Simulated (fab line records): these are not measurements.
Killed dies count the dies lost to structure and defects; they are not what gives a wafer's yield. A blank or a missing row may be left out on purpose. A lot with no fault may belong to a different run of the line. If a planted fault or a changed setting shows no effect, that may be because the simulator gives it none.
The tool behind it: which one? || flow n5Finfet || 24 lots with 72 wafers sampled at 6 steps, on a route of 1938 steps

## WHAT EACH GAUGE READ, for each wafer
N5_SD_EPI_P_CD_MEAS_09: the cd target is 240 nm. Usual: cdNm 239.5 nm, standard deviation 0.8.
{"lot": "L074", "measured": "day 3 04:04", "on": "cdSem-02", "cdNm (nm)": "238.8 240.3 239.5", "flag": ""}
{"lot": "L075", "measured": "day 3 13:41", "on": "cdSem-01", "cdNm (nm)": "239.0 239.5 240.1", "flag": ""}
{"lot": "L076", "measured": "day 3 21:42", "on": "cdSem-02", "cdNm (nm)": "238.9 239.1 239.1", "flag": ""}
{"lot": "L077", "measured": "day 3 23:15", "on": "cdSem-02", "cdNm (nm)": "239.3 238.6 239.0", "flag": ""}
{"lot": "L078", "measured": "day 4 09:01", "on": "cdSem-03", "cdNm (nm)": "240.7 238.3 239.0", "flag": ""}
{"lot": "L079", "measured": "day 4 10:59", "on": "cdSem-02", "cdNm (nm)": "239.5 238.7 239.4", "flag": ""}
{"lot": "L080", "measured": "day 4 20:53", "on": "cdSem-03", "cdNm (nm)": "240.1 239.2 238.4", "flag": ""}
{"lot": "L081", "measured": "day 5 04:47", "on": "cdSem-03", "cdNm (nm)": "238.7 239.7 238.8", "flag": ""}
{"lot": "L082", "measured": "day 5 04:57", "on": "cdSem-01", "cdNm (nm)": "239.7 239.2 240.3", "flag": ""}
{"lot": "L083", "measured": "day 5 13:59", "on": "cdSem-02", "cdNm (nm)": "238.5 238.7 238.8", "flag": ""}
{"lot": "L084", "measured": "day 6 00:02", "on": "cdSem-02", "cdNm (nm)": "240.0 241.4 241.1", "flag": ""}
{"lot": "L085", "measured": "day 6 02:35", "on": "cdSem-01", "cdNm (nm)": "239.0 239.2 240.2", "flag": ""}
{"lot": "L086", "measured": "day 6 09:00", "on": "cdSem-02", "cdNm (nm)": "241.5 240.7 241.1", "flag": ""}
{"lot": "L087", "measured": "day 6 14:01", "on": "cdSem-01", "cdNm (nm)": "239.0 239.9 239.8", "flag": ""}
{"lot": "L088", "measured": "day 6 23:14", "on": "cdSem-01", "cdNm (nm)": "238.4 239.3 240.1", "flag": ""}
{"lot": "L089", "measured": "day 7 02:24", "on": "cdSem-01", "cdNm (nm)": "238.5 239.4 237.8", "flag": ""}
{"lot": "L090", "measured": "day 7 08:13", "on": "cdSem-03", "cdNm (nm)": "239.4 240.1 239.0", "flag": ""}
{"lot": "L091", "measured": "day 7 12:27", "on": "cdSem-01", "cdNm (nm)": "240.2 238.7 238.9", "flag": ""}
{"lot": "L092", "measured": "day 7 19:36", "on": "cdSem-03", "cdNm (nm)": "239.3 238.9 239.1", "flag": ""}
{"lot": "L093", "measured": "day 8 01:46", "on": "cdSem-01", "cdNm (nm)": "238.8 239.6 238.8", "flag": ""}
{"lot": "L094", "measured": "day 8 05:35", "on": "cdSem-03", "cdNm (nm)": "240.1 240.7 238.7", "flag": ""}
{"lot": "L095", "measured": "day 8 12:57", "on": "cdSem-02", "cdNm (nm)": "240.3 240.5 240.8", "flag": ""}
{"lot": "L096", "measured": "day 8 18:53", "on": "cdSem-01", "cdNm (nm)": "240.9 240.0 240.1", "flag": ""}
{"lot": "L097", "measured": "day 9 02:26", "on": "cdSem-02", "cdNm (nm)": "239.6 239.1 239.6", "flag": ""}

N5_ILD0_THK_MEAS_04. Usual: thkNm 197.0 nm, standard deviation 1.2.
{"lot": "L074", "measured": "day 3 12:23", "on": "filmMetro-01", "thkNm (nm)": "197.7 197.1 197.8", "flag": ""}
{"lot": "L075", "measured": "day 3 21:57", "on": "filmMetro-01", "thkNm (nm)": "196.1 198.4 195.4", "flag": ""}
{"lot": "L076", "measured": "day 4 04:58", "on": "filmMetro-01", "thkNm (nm)": "196.6 199.8 198.8", "flag": ""}
{"lot": "L077", "measured": "day 4 07:28", "on": "filmMetro-01", "thkNm (nm)": "197.5 196.5 198.2", "flag": ""}
{"lot": "L078", "measured": "day 4 17:10", "on": "filmMetro-02", "thkNm (nm)": "197.5 196.2 194.7", "flag": ""}
{"lot": "L079", "measured": "day 4 19:06", "on": "filmMetro-02", "thkNm (nm)": "197.2 198.7 198.3", "flag": ""}
{"lot": "L080", "measured": "day 5 05:41", "on": "filmMetro-02", "thkNm (nm)": "198.0 198.6 195.2", "flag": ""}
{"lot": "L081", "measured": "day 5 13:01", "on": "filmMetro-02", "thkNm (nm)": "197.8 195.0 197.4", "flag": ""}
{"lot": "L082", "measured": "day 5 13:10", "on": "filmMetro-01", "thkNm (nm)": "199.0 197.2 194.7", "flag": ""}
{"lot": "L083", "measured": "day 6 00:14", "on": "filmMetro-02", "thkNm (nm)": "194.8 195.8 198.0", "flag": ""}
{"lot": "L084", "measured": "day 6 08:47", "on": "filmMetro-02", "thkNm (nm)": "196.9 196.8 197.4", "flag": ""}
{"lot": "L085", "measured": "day 6 10:45", "on": "filmMetro-01", "thkNm (nm)": "196.2 197.8 197.1", "flag": ""}
{"lot": "L086", "measured": "day 6 16:28", "on": "filmMetro-01", "thkNm (nm)": "194.4 196.3 197.4", "flag": ""}
{"lot": "L087", "measured": "day 6 22:02", "on": "filmMetro-01", "thkNm (nm)": "196.5 197.1 196.0", "flag": ""}
{"lot": "L088", "measured": "day 7 06:35", "on": "filmMetro-01", "thkNm (nm)": "198.4 195.5 197.4", "flag": ""}
{"lot": "L089", "measured": "day 7 10:35", "on": "filmMetro-02", "thkNm (nm)": "197.0 197.3 196.7", "flag": ""}
{"lot": "L090", "measured": "day 7 16:52", "on": "filmMetro-02", "thkNm (nm)": "196.3 197.1 196.4", "flag": ""}
{"lot": "L091", "measured": "day 7 19:54", "on": "filmMetro-01", "thkNm (nm)": "195.4 199.3 198.0", "flag": ""}
{"lot": "L092", "measured": "day 8 05:01", "on": "filmMetro-02", "thkNm (nm)": "197.3 196.6 195.3", "flag": ""}
{"lot": "L093", "measured": "day 8 09:37", "on": "filmMetro-01", "thkNm (nm)": "199.4 197.2 200.2", "flag": ""}
{"lot": "L094", "measured": "day 8 15:42", "on": "filmMetro-02", "thkNm (nm)": "195.6 197.8 195.5", "flag": ""}
{"lot": "L095", "measured": "day 8 22:35", "on": "filmMetro-02", "thkNm (nm)": "196.1 197.7 194.7", "flag": ""}
{"lot": "L096", "measured": "day 9 02:10", "on": "filmMetro-01", "thkNm (nm)": "196.4 197.1 195.5", "flag": ""}
{"lot": "L097", "measured": "day 9 11:54", "on": "filmMetro-01", "thkNm (nm)": "197.1 195.2 197.2", "flag": ""}

N5_SDB_THK_MEAS_31. Usual: SDB_THK gives 64.1 nm (standard deviation 1.5).
{"lot": "L074", "measured": "day 3 20:29", "on": "filmMetro-01", "SDB_THK (nm)": "66.2 64.5 63.3", "flag": ""}
{"lot": "L075", "measured": "day 4 06:17", "on": "filmMetro-01", "SDB_THK (nm)": "67.0 66.4 63.7", "flag": ""}
{"lot": "L076", "measured": "day 4 13:34", "on": "filmMetro-01", "SDB_THK (nm)": "64.0 63.0 65.0", "flag": ""}
{"lot": "L077", "measured": "day 4 15:34", "on": "filmMetro-01", "SDB_THK (nm)": "62.5 63.6 64.3", "flag": ""}
{"lot": "L078", "measured": "day 5 02:04", "on": "filmMetro-02", "SDB_THK (nm)": "65.6 63.1 64.7", "flag": ""}
{"lot": "L079", "measured": "day 5 04:28", "on": "filmMetro-02", "SDB_THK (nm)": "62.5 61.4 61.9", "flag": ""}
{"lot": "L080", "measured": "day 5 13:56", "on": "filmMetro-01", "SDB_THK (nm)": "61.9 63.3 62.5", "flag": ""}
{"lot": "L081", "measured": "day 5 21:53", "on": "filmMetro-01", "SDB_THK (nm)": "61.9 62.7 60.5", "flag": ""}
{"lot": "L082", "measured": "day 5 21:59", "on": "filmMetro-02", "SDB_THK (nm)": "66.5 62.4 64.1", "flag": ""}
{"lot": "L083", "measured": "day 6 08:24", "on": "filmMetro-02", "SDB_THK (nm)": "64.7 63.0 63.0", "flag": ""}
{"lot": "L084", "measured": "day 6 17:01", "on": "filmMetro-01", "SDB_THK (nm)": "64.7 63.4 64.3", "flag": ""}
{"lot": "L085", "measured": "day 6 19:09", "on": "filmMetro-02", "SDB_THK (nm)": "63.3 66.5 66.0", "flag": ""}
{"lot": "L086", "measured": "day 7 00:53", "on": "filmMetro-01", "SDB_THK (nm)": "63.6 64.6 64.1", "flag": ""}
{"lot": "L087", "measured": "day 7 06:16", "on": "filmMetro-01", "SDB_THK (nm)": "66.8 65.8 65.7", "flag": ""}
{"lot": "L088", "measured": "day 7 14:35", "on": "filmMetro-02", "SDB_THK (nm)": "63.8 63.7 63.5", "flag": ""}
{"lot": "L089", "measured": "day 7 19:13", "on": "filmMetro-02", "SDB_THK (nm)": "63.7 63.8 61.4", "flag": ""}
{"lot": "L090", "measured": "day 8 01:49", "on": "filmMetro-02", "SDB_THK (nm)": "64.9 62.5 62.4", "flag": ""}
{"lot": "L091", "measured": "day 8 04:25", "on": "filmMetro-01", "SDB_THK (nm)": "64.9 65.6 66.8", "flag": ""}
{"lot": "L092", "measured": "day 8 13:01", "on": "filmMetro-01", "SDB_THK (nm)": "64.3 63.6 65.1", "flag": ""}
{"lot": "L093", "measured": "day 8 17:43", "on": "filmMetro-02", "SDB_THK (nm)": "61.9 64.8 63.2", "flag": ""}
{"lot": "L094", "measured": "day 8 23:47", "on": "filmMetro-01", "SDB_THK (nm)": "65.2 64.1 64.8", "flag": ""}
{"lot": "L095", "measured": "day 9 06:49", "on": "filmMetro-02", "SDB_THK (nm)": "65.6 63.2 65.6", "flag": ""}
{"lot": "L096", "measured": "day 9 10:16", "on": "filmMetro-01", "SDB_THK (nm)": "64.9 63.0 65.8", "flag": ""}
{"lot": "L097", "measured": "day 9 21:03", "on": "filmMetro-02", "SDB_THK (nm)": "63.9 65.6 62.4", "flag": ""}

N5_HKMG_FIN_CD_MEAS_49: the cd target is 202 nm. Usual: cdNm 201.5 nm, standard deviation 0.91.
{"lot": "L074", "measured": "day 3 22:03", "on": "cdSem-02", "cdNm (nm)": "201.1 201.5 200.5", "flag": ""}
{"lot": "L075", "measured": "day 4 07:53", "on": "cdSem-02", "cdNm (nm)": "201.3 200.0 201.2", "flag": ""}
{"lot": "L076", "measured": "day 4 15:01", "on": "cdSem-01", "cdNm (nm)": "201.0 200.7 200.1", "flag": ""}
{"lot": "L077", "measured": "day 4 17:08", "on": "cdSem-01", "cdNm (nm)": "201.4 201.3 201.7", "flag": ""}
{"lot": "L078", "measured": "day 5 03:46", "on": "cdSem-01", "cdNm (nm)": "202.7 202.1 202.0", "flag": ""}
{"lot": "L079", "measured": "day 5 06:13", "on": "cdSem-02", "cdNm (nm)": "202.3 199.8 201.7", "flag": ""}
{"lot": "L080", "measured": "day 5 15:43", "on": "cdSem-03", "cdNm (nm)": "201.7 202.4 201.9", "flag": ""}
{"lot": "L081", "measured": "day 5 23:22", "on": "cdSem-01", "cdNm (nm)": "203.2 202.2 201.0", "flag": ""}
{"lot": "L082", "measured": "day 5 23:40", "on": "cdSem-01", "cdNm (nm)": "201.0 200.5 200.4", "flag": ""}
{"lot": "L083", "measured": "day 6 10:19", "on": "cdSem-02", "cdNm (nm)": "201.4 200.3 200.4", "flag": ""}
{"lot": "L084", "measured": "day 6 19:11", "on": "cdSem-03", "cdNm (nm)": "203.0 202.6 202.7", "flag": ""}
{"lot": "L085", "measured": "day 6 21:02", "on": "cdSem-01", "cdNm (nm)": "201.5 201.9 201.5", "flag": ""}
{"lot": "L086", "measured": "day 7 03:02", "on": "cdSem-03", "cdNm (nm)": "202.0 202.4 202.1", "flag": ""}
{"lot": "L087", "measured": "day 7 08:08", "on": "cdSem-03", "cdNm (nm)": "200.1 201.2 201.9", "flag": ""}
{"lot": "L088", "measured": "day 7 16:43", "on": "cdSem-01", "cdNm (nm)": "201.1 201.8 201.2", "flag": ""}
{"lot": "L089", "measured": "day 7 20:50", "on": "cdSem-03", "cdNm (nm)": "202.4 202.1 201.1", "flag": ""}
{"lot": "L090", "measured": "day 8 03:25", "on": "cdSem-03", "cdNm (nm)": "202.9 202.6 203.7", "flag": ""}
{"lot": "L091", "measured": "day 8 05:55", "on": "cdSem-01", "cdNm (nm)": "201.4 201.0 202.2", "flag": ""}
{"lot": "L092", "measured": "day 8 14:43", "on": "cdSem-01", "cdNm (nm)": "201.9 200.5 201.9", "flag": ""}
{"lot": "L093", "measured": "day 8 19:24", "on": "cdSem-02", "cdNm (nm)": "199.9 201.5 201.0", "flag": ""}
{"lot": "L094", "measured": "day 9 01:20", "on": "cdSem-03", "cdNm (nm)": "201.4 202.1 202.3", "flag": ""}
{"lot": "L095", "measured": "day 9 08:17", "on": "cdSem-01", "cdNm (nm)": "200.5 200.9 200.1", "flag": ""}
{"lot": "L096", "measured": "day 9 12:05", "on": "cdSem-03", "cdNm (nm)": "203.0 201.6 201.2", "flag": ""}
{"lot": "L097", "measured": "day 9 22:37", "on": "cdSem-02", "cdNm (nm)": "202.2 201.0 201.0", "flag": ""}

## EACH LOT AND THE TOOL THAT RAN IT (in order: tool; ch and the chambers of the sampled wafers; start)
{"lot": "L074", "N5_SDB_HM_OPEN_20": "rieDiel-01 ch 1,2,3, day 3 16:46", "N5_SDB_CMP_30": "cmp-03 ch 0,2,3, day 3 20:16"}
{"lot": "L075", "N5_SDB_HM_OPEN_20": "rieDiel-01 ch 0,1,2, day 4 02:19", "N5_SDB_CMP_30": "cmp-03 ch 1,2,3, day 4 05:59"}
{"lot": "L076", "N5_SDB_HM_OPEN_20": "rieDiel-02 ch 0,1,2, day 4 09:50", "N5_SDB_CMP_30": "cmp-04 ch 0,1,3, day 4 13:21"}
{"lot": "L077", "N5_SDB_HM_OPEN_20": "rieDiel-02 ch 1,2, day 4 11:58", "N5_SDB_CMP_30": "cmp-03 ch 0,2,3, day 4 15:19"}
{"lot": "L078", "N5_SDB_HM_OPEN_20": "rieDiel-01 ch 0,1, day 4 21:34", "N5_SDB_CMP_30": "cmp-01 ch 0,1, day 5 01:46"}
{"lot": "L079", "N5_SDB_HM_OPEN_20": "rieDiel-02 ch 0,3, day 4 23:40", "N5_SDB_CMP_30": "cmp-03 ch 0,2, day 5 04:12"}
{"lot": "L080", "N5_SDB_HM_OPEN_20": "rieDiel-05 ch 0,2,3, day 5 09:55", "N5_SDB_CMP_30": "cmp-01 ch 2,3, day 5 13:38"}
{"lot": "L081", "N5_SDB_HM_OPEN_20": "rieDiel-02 ch 1,2, day 5 17:15", "N5_SDB_CMP_30": "cmp-01 ch 1,2,3, day 5 21:43"}
{"lot": "L082", "N5_SDB_HM_OPEN_20": "rieDiel-01 ch 1,3, day 5 17:32", "N5_SDB_CMP_30": "cmp-03 ch 1,2,3, day 5 21:42"}
{"lot": "L083", "N5_SDB_HM_OPEN_20": "rieDiel-01 ch 0,2, day 6 04:43", "N5_SDB_CMP_30": "cmp-04 ch 2,3, day 6 08:07"}
{"lot": "L084", "N5_SDB_HM_OPEN_20": "rieDiel-05 ch 0,1,2, day 6 13:07", "N5_SDB_CMP_30": "cmp-04 ch 0,1,2, day 6 16:46"}
{"lot": "L085", "N5_SDB_HM_OPEN_20": "rieDiel-05 ch 0,1,2, day 6 15:34", "N5_SDB_CMP_30": "cmp-01 ch 0,1,3, day 6 18:52"}
{"lot": "L086", "N5_SDB_HM_OPEN_20": "rieDiel-05 ch 1,2,3, day 6 20:53", "N5_SDB_CMP_30": "cmp-03 ch 0,2,3, day 7 00:36"}
{"lot": "L087", "N5_SDB_HM_OPEN_20": "rieDiel-05 ch 0,1, day 7 02:40", "N5_SDB_CMP_30": "cmp-04 ch 0,2, day 7 05:58"}
{"lot": "L088", "N5_SDB_HM_OPEN_20": "rieDiel-05 ch 0,1,2, day 7 10:50", "N5_SDB_CMP_30": "cmp-03 ch 1,3, day 7 14:19"}
{"lot": "L089", "N5_SDB_HM_OPEN_20": "rieDiel-05 ch 2,3, day 7 15:33", "N5_SDB_CMP_30": "cmp-01 ch 0,2,3, day 7 19:02"}
{"lot": "L090", "N5_SDB_HM_OPEN_20": "rieDiel-02 ch 0,2,3, day 7 22:13", "N5_SDB_CMP_30": "cmp-01 ch 0,3, day 8 01:31"}
{"lot": "L091", "N5_SDB_HM_OPEN_20": "rieDiel-02 ch 0,2,3, day 8 00:16", "N5_SDB_CMP_30": "cmp-03 ch 0,2,3, day 8 04:08"}
{"lot": "L092", "N5_SDB_HM_OPEN_20": "rieDiel-01 ch 0,2,3, day 8 09:26", "N5_SDB_CMP_30": "cmp-03 ch 0,1,3, day 8 12:44"}
{"lot": "L093", "N5_SDB_HM_OPEN_20": "rieDiel-02 ch 0,2,3, day 8 14:06", "N5_SDB_CMP_30": "cmp-04 ch 0,2,3, day 8 17:26"}
{"lot": "L094", "N5_SDB_HM_OPEN_20": "rieDiel-02 ch 0,1,3, day 8 20:12", "N5_SDB_CMP_30": "cmp-03 ch 0,1,3, day 8 23:30"}
{"lot": "L095", "N5_SDB_HM_OPEN_20": "rieDiel-02 ch 0,1,3, day 9 03:14", "N5_SDB_CMP_30": "cmp-03 ch 0,1, day 9 06:32"}
{"lot": "L096", "N5_SDB_HM_OPEN_20": "rieDiel-05 ch 0,1, day 9 06:32", "N5_SDB_CMP_30": "cmp-03 ch 1,2, day 9 09:58"}
{"lot": "L097", "N5_SDB_HM_OPEN_20": "rieDiel-02 ch 0,3, day 9 16:44", "N5_SDB_CMP_30": "cmp-04 ch 0,2, day 9 20:45"}
- N5_SDB_HM_OPEN_20: chemistry CH3F/O2, target SiNx, stops on poly-Si, target depth 24 nm.
- N5_SDB_CMP_30: polishes, stops on poly-Si, t overpolish 1.54 s, target thk 30 nm.

## WHAT THE TOOLS THEMSELVES READ (means of the sampled wafers that have a number; where no wafer has one, the mark that the record gives instead)
N5_SDB_HM_OPEN_20. Usual: drypumpMotorCurrentA 5.8 A, standard deviation 0.48; oesProductAu 0.63 a.u., standard deviation 0.052; rfVppV 297 V, standard deviation 10; showerheadPlenumPTorr 1.99 Torr, standard deviation 0.06; throttleValvePct 16.47 %, standard deviation 0.21.
{"lot": "L074", "tool": "rieDiel-01", "drypumpMotorCurrentA (A)": 6.0, "oesProductAu (a.u.)": 0.63, "rfVppV (V)": 304, "showerheadPlenumPTorr (Torr)": 2.05, "throttleValvePct (%)": 16.35, "flag": ""}
{"lot": "L075", "tool": "rieDiel-01", "drypumpMotorCurrentA (A)": 6.2, "oesProductAu (a.u.)": 0.60, "rfVppV (V)": 299, "showerheadPlenumPTorr (Torr)": 2.02, "throttleValvePct (%)": 16.53, "flag": ""}
{"lot": "L076", "tool": "rieDiel-02", "drypumpMotorCurrentA (A)": 5.7, "oesProductAu (a.u.)": 0.65, "rfVppV (V)": 299, "showerheadPlenumPTorr (Torr)": 1.99, "throttleValvePct (%)": 16.39, "flag": ""}
{"lot": "L077", "tool": "rieDiel-02", "drypumpMotorCurrentA (A)": 5.8, "oesProductAu (a.u.)": 0.67, "rfVppV (V)": 307, "showerheadPlenumPTorr (Torr)": 2.00, "throttleValvePct (%)": 16.31, "flag": ""}
{"lot": "L078", "tool": "rieDiel-01", "drypumpMotorCurrentA (A)": 6.5, "oesProductAu (a.u.)": 0.57, "rfVppV (V)": 301, "showerheadPlenumPTorr (Torr)": 2.01, "throttleValvePct (%)": 16.40, "flag": ""}
{"lot": "L079", "tool": "rieDiel-02", "drypumpMotorCurrentA (A)": 5.5, "oesProductAu (a.u.)": 0.69, "rfVppV (V)": 286, "showerheadPlenumPTorr (Torr)": 1.98, "throttleValvePct (%)": 16.47, "flag": ""}
{"lot": "L080", "tool": "rieDiel-05", "drypumpMotorCurrentA (A)": 5.9, "oesProductAu (a.u.)": 0.62, "rfVppV (V)": 299, "showerheadPlenumPTorr (Torr)": 2.00, "throttleValvePct (%)": 16.36, "flag": ""}
{"lot": "L081", "tool": "rieDiel-02", "drypumpMotorCurrentA (A)": 5.8, "oesProductAu (a.u.)": 0.67, "rfVppV (V)": 307, "showerheadPlenumPTorr (Torr)": 2.00, "throttleValvePct (%)": 16.35, "flag": ""}
{"lot": "L082", "tool": "rieDiel-01", "drypumpMotorCurrentA (A)": 6.3, "oesProductAu (a.u.)": 0.59, "rfVppV (V)": 305, "showerheadPlenumPTorr (Torr)": 2.04, "throttleValvePct (%)": 16.23, "flag": ""}
{"lot": "L083", "tool": "rieDiel-01", "drypumpMotorCurrentA (A)": 5.9, "oesProductAu (a.u.)": 0.62, "rfVppV (V)": 298, "showerheadPlenumPTorr (Torr)": 2.02, "throttleValvePct (%)": 16.70, "flag": ""}
{"lot": "L084", "tool": "rieDiel-05", "drypumpMotorCurrentA (A)": 5.6, "oesProductAu (a.u.)": 0.61, "rfVppV (V)": 298, "showerheadPlenumPTorr (Torr)": 2.00, "throttleValvePct (%)": 16.54, "flag": ""}
{"lot": "L085", "tool": "rieDiel-05", "drypumpMotorCurrentA (A)": 5.7, "oesProductAu (a.u.)": 0.61, "rfVppV (V)": 297, "showerheadPlenumPTorr (Torr)": 2.00, "throttleValvePct (%)": 16.53, "flag": ""}
{"lot": "L086", "tool": "rieDiel-05", "drypumpMotorCurrentA (A)": 5.4, "oesProductAu (a.u.)": 0.59, "rfVppV (V)": 304, "showerheadPlenumPTorr (Torr)": 2.04, "throttleValvePct (%)": 16.48, "flag": ""}
{"lot": "L087", "tool": "rieDiel-05", "drypumpMotorCurrentA (A)": 5.8, "oesProductAu (a.u.)": 0.61, "rfVppV (V)": 292, "showerheadPlenumPTorr (Torr)": 1.99, "throttleValvePct (%)": 16.58, "flag": ""}
{"lot": "L088", "tool": "rieDiel-05", "drypumpMotorCurrentA (A)": 5.6, "oesProductAu (a.u.)": 0.60, "rfVppV (V)": 298, "showerheadPlenumPTorr (Torr)": 2.00, "throttleValvePct (%)": 16.55, "flag": ""}
{"lot": "L089", "tool": "rieDiel-05", "drypumpMotorCurrentA (A)": 5.8, "oesProductAu (a.u.)": 0.60, "rfVppV (V)": 302, "showerheadPlenumPTorr (Torr)": 2.01, "throttleValvePct (%)": 16.36, "flag": ""}
{"lot": "L090", "tool": "rieDiel-02", "drypumpMotorCurrentA (A)": 5.7, "oesProductAu (a.u.)": 0.67, "rfVppV (V)": 295, "showerheadPlenumPTorr (Torr)": 1.99, "throttleValvePct (%)": 16.44, "flag": ""}
{"lot": "L091", "tool": "rieDiel-02", "drypumpMotorCurrentA (A)": 5.6, "oesProductAu (a.u.)": 0.67, "rfVppV (V)": 294, "showerheadPlenumPTorr (Torr)": 1.99, "throttleValvePct (%)": 16.45, "flag": ""}
{"lot": "L092", "tool": "rieDiel-01", "drypumpMotorCurrentA (A)": 5.9, "oesProductAu (a.u.)": 0.61, "rfVppV (V)": 294, "showerheadPlenumPTorr (Torr)": 1.99, "throttleValvePct (%)": 16.62, "flag": ""}
{"lot": "L093", "tool": "rieDiel-02", "drypumpMotorCurrentA (A)": 5.6, "oesProductAu (a.u.)": 0.68, "rfVppV (V)": 294, "showerheadPlenumPTorr (Torr)": 1.99, "throttleValvePct (%)": 16.45, "flag": ""}
{"lot": "L094", "tool": "rieDiel-02", "drypumpMotorCurrentA (A)": 5.7, "oesProductAu (a.u.)": 0.64, "rfVppV (V)": 294, "showerheadPlenumPTorr (Torr)": 1.95, "throttleValvePct (%)": 16.41, "flag": ""}
{"lot": "L095", "tool": "rieDiel-02", "drypumpMotorCurrentA (A)": 5.7, "oesProductAu (a.u.)": 0.65, "rfVppV (V)": 294, "showerheadPlenumPTorr (Torr)": 1.95, "throttleValvePct (%)": 16.43, "flag": ""}
{"lot": "L096", "tool": "rieDiel-05", "drypumpMotorCurrentA (A)": 5.3, "oesProductAu (a.u.)": 0.59, "rfVppV (V)": 298, "showerheadPlenumPTorr (Torr)": 2.02, "throttleValvePct (%)": 16.72, "flag": ""}
{"lot": "L097", "tool": "rieDiel-02", "drypumpMotorCurrentA (A)": 5.5, "oesProductAu (a.u.)": 0.63, "rfVppV (V)": 285, "showerheadPlenumPTorr (Torr)": 1.97, "throttleValvePct (%)": 16.54, "flag": ""}

N5_SDB_CMP_30. Usual: edgeZonePressureFrac 1.000, standard deviation 0.0053; motorCurrentA 12.3 A, standard deviation 1.6; overpolishRunS 1.541 s, standard deviation 0.0096; timeToEndpointS 17 s, standard deviation 3.1.
{"lot": "L074", "tool": "cmp-03", "edgeZonePressureFrac": 0.999, "motorCurrentA (A)": 13.0, "overpolishRunS (s)": 1.542, "timeToEndpointS (s)": 17, "flag": ""}
{"lot": "L075", "tool": "cmp-03", "edgeZonePressureFrac": 1.001, "motorCurrentA (A)": 12.7, "overpolishRunS (s)": 1.545, "timeToEndpointS (s)": 13, "flag": ""}
{"lot": "L076", "tool": "cmp-04", "edgeZonePressureFrac": 1.005, "motorCurrentA (A)": 11.4, "overpolishRunS (s)": 1.532, "timeToEndpointS (s)": 16, "flag": ""}
{"lot": "L077", "tool": "cmp-03", "edgeZonePressureFrac": 1.001, "motorCurrentA (A)": 13.6, "overpolishRunS (s)": 1.538, "timeToEndpointS (s)": 16, "flag": ""}
{"lot": "L078", "tool": "cmp-01", "edgeZonePressureFrac": 1.002, "motorCurrentA (A)": 13.2, "overpolishRunS (s)": 1.553, "timeToEndpointS (s)": 20, "flag": ""}
{"lot": "L079", "tool": "cmp-03", "edgeZonePressureFrac": 1.003, "motorCurrentA (A)": 13.9, "overpolishRunS (s)": 1.539, "timeToEndpointS (s)": 17, "flag": ""}
{"lot": "L080", "tool": "cmp-01", "edgeZonePressureFrac": 0.997, "motorCurrentA (A)": 10.1, "overpolishRunS (s)": 1.542, "timeToEndpointS (s)": 20, "flag": ""}
{"lot": "L081", "tool": "cmp-01", "edgeZonePressureFrac": 1.001, "motorCurrentA (A)": 11.2, "overpolishRunS (s)": 1.544, "timeToEndpointS (s)": 19, "flag": ""}
{"lot": "L082", "tool": "cmp-03", "edgeZonePressureFrac": 0.998, "motorCurrentA (A)": 12.8, "overpolishRunS (s)": 1.545, "timeToEndpointS (s)": 16, "flag": ""}
{"lot": "L083", "tool": "cmp-04", "edgeZonePressureFrac": 0.999, "motorCurrentA (A)": 12.0, "overpolishRunS (s)": 1.537, "timeToEndpointS (s)": 15, "flag": ""}
{"lot": "L084", "tool": "cmp-04", "edgeZonePressureFrac": 0.997, "motorCurrentA (A)": 10.9, "overpolishRunS (s)": 1.540, "timeToEndpointS (s)": 16, "flag": ""}
{"lot": "L085", "tool": "cmp-01", "edgeZonePressureFrac": 1.005, "motorCurrentA (A)": 12.2, "overpolishRunS (s)": 1.549, "timeToEndpointS (s)": 20, "flag": ""}
{"lot": "L086", "tool": "cmp-03", "edgeZonePressureFrac": 1.002, "motorCurrentA (A)": 13.5, "overpolishRunS (s)": 1.546, "timeToEndpointS (s)": 19, "flag": ""}
{"lot": "L087", "tool": "cmp-04", "edgeZonePressureFrac": 0.998, "motorCurrentA (A)": 12.0, "overpolishRunS (s)": 1.547, "timeToEndpointS (s)": 11, "flag": ""}
{"lot": "L088", "tool": "cmp-03", "edgeZonePressureFrac": 1.004, "motorCurrentA (A)": 12.0, "overpolishRunS (s)": 1.540, "timeToEndpointS (s)": 19, "flag": ""}
{"lot": "L089", "tool": "cmp-01", "edgeZonePressureFrac": 0.997, "motorCurrentA (A)": 11.2, "overpolishRunS (s)": 1.537, "timeToEndpointS (s)": 18, "flag": ""}
{"lot": "L090", "tool": "cmp-01", "edgeZonePressureFrac": 0.997, "motorCurrentA (A)": 12.0, "overpolishRunS (s)": 1.547, "timeToEndpointS (s)": 20, "flag": ""}
{"lot": "L091", "tool": "cmp-03", "edgeZonePressureFrac": 1.004, "motorCurrentA (A)": 13.2, "overpolishRunS (s)": 1.539, "timeToEndpointS (s)": 19, "flag": ""}
{"lot": "L092", "tool": "cmp-03", "edgeZonePressureFrac": 0.999, "motorCurrentA (A)": 13.3, "overpolishRunS (s)": 1.542, "timeToEndpointS (s)": 21, "flag": ""}
{"lot": "L093", "tool": "cmp-04", "edgeZonePressureFrac": 1.008, "motorCurrentA (A)": 12.2, "overpolishRunS (s)": 1.536, "timeToEndpointS (s)": 15, "flag": ""}
{"lot": "L094", "tool": "cmp-03", "edgeZonePressureFrac": 1.000, "motorCurrentA (A)": 13.2, "overpolishRunS (s)": 1.540, "timeToEndpointS (s)": 18, "flag": ""}
{"lot": "L095", "tool": "cmp-03", "edgeZonePressureFrac": 0.998, "motorCurrentA (A)": 14.1, "overpolishRunS (s)": 1.539, "timeToEndpointS (s)": 15, "flag": ""}
{"lot": "L096", "tool": "cmp-03", "edgeZonePressureFrac": 0.997, "motorCurrentA (A)": 12.1, "overpolishRunS (s)": 1.538, "timeToEndpointS (s)": 17, "flag": ""}
{"lot": "L097", "tool": "cmp-04", "edgeZonePressureFrac": 1.001, "motorCurrentA (A)": 12.0, "overpolishRunS (s)": 1.539, "timeToEndpointS (s)": 19, "flag": ""}

## THE ANSWER, worked out from the rows above alone
Rule: lot off if the mean of its wafers having a number is beyond 3 standard deviations from the usual mean. A lot without any number at a reading at which 4 lots or more have one is off too. The other lots that the step has rows for count as sound. After the gauges, taken in route order, come the tools' own readings; for these a lot's mean is taken, as printed above. At the first step where some lot is off, the reading lying furthest off is the one used; lots without a number count as furthest.
None of the lots is off at any reading shown; this tells nothing.

## WHAT HAD BEEN PUT IN BY THE SIMULATOR
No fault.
